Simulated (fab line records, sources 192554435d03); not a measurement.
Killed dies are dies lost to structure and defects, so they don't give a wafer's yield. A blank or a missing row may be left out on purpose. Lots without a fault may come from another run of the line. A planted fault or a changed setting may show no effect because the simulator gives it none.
Chamber matching | flow n5_finfet | N5_SDB_ETCH_18 on rie_diel-01: 4 sister chambers
The step etches SOC in N2/H2, target depth 100 nm, overetch 20 nm, time 150 s. 4 wafers are shown with their chamber, then 7 later ones without.

WAFERS WITH THEIR CHAMBER
wafer  | chamber | drypump_motor_current_A (A)
L080.5 | 1       | 4.8
L081.2 | 0       | 5.4
L087.3 | 3       | 5.8
L087.5 | 2       | 5.5

WAFERS WITHOUT THEIR CHAMBER
wafer  | drypump_motor_current_A (A)
L087.6 | 4.9
L088.1 | 4.9
L088.3 | 5.4
L088.4 | 5.8
L096.2 | 5.4
L096.4 | 5.5
L096.6 | 4.9

WHICH CHAMBER EACH WENT THROUGH
wafer  | from the rows above     | in truth
L087.6 | 1                       | 1
L088.1 | 1                       | 1
L088.3 | can't be placed: 0 or 2 | 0
L088.4 | 3                       | 3
L096.2 | can't be placed: 0 or 2 | 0
L096.4 | can't be placed: 2 or 0 | 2
L096.6 | 1                       | 1
Placed correctly: 4 of 7. Can't be placed from these rows: 3 (the true chamber is among the candidates in 3). Placed wrongly: 0.
How it was worked out, from the rows above alone: a wafer's distance from a chamber is the root of the sum, over the readings, of the square of ((its reading less the chamber's mean) divided by the reading's scatter). The wafer belongs to the nearest chamber; if the next one is less than 2 further off, it can't be placed. A chamber's mean is the mean of its shown wafers. The scatter: with one shown wafer a chamber, the root of the mean of the squares of how far each hidden wafer lies from its nearest shown one.
